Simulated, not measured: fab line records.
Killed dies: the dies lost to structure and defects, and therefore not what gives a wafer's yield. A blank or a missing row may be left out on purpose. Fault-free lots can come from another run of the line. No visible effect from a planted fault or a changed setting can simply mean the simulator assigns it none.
Matching of chambers -- flow n5 finfet -- N5_HKMG_FIN_HK_ALD_01 on ald hk-01: 4 sister chambers
The step deposits HfO2, target thk 1.6 nm, pulse time 3 s, purge time 3 s. 8 wafers are shown with their chamber, then 7 later ones without.

WAFERS WITH THEIR CHAMBER
wafer,chamber,precursor pulse height rel
L078.5,0,1.022
L086.1,2,0.958
L086.2,0,1.018
L090.1,3,0.980
L090.2,1,1.011
L090.6,1,1.002
L091.2,2,0.971
L091.3,3,0.987

WAFERS WITHOUT THEIR CHAMBER
wafer,precursor pulse height rel
L091.4,1.030
L093.1,1.017
L093.5,1.014
L093.6,1.005
L095.1,0.978
L095.2,0.990
L095.4,1.007

CHAMBER TAKEN BY EACH
wafer,from the rows above,in truth
L091.4,0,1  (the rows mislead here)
L093.1,can't be placed: 0 or 1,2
L093.5,can't be placed: 0 or 1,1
L093.6,1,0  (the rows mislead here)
L095.1,can't be placed: 3 or 2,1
L095.2,can't be placed: 3 or 1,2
L095.4,can't be placed: 1 or 0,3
Placed correctly: 0 of 7. From these rows, 5 cannot be placed; in 1 the true chamber is one of the candidates. Number placed wrongly: 2.
How it was worked out, from the rows above alone: a wafer's distance from a chamber is the root of the sum, over the readings, of the square of ((its reading less the chamber's mean) divided by the reading's scatter). If the next closest chamber is less than 2 further off than the closest, the wafer can't be placed; otherwise it belongs to the closest. Each chamber's mean is taken over the wafers shown for it. The scatter: take each reading less its chamber's mean, square it, sum over the shown wafers, divide by the number of wafers less the number of chambers, and take the root.
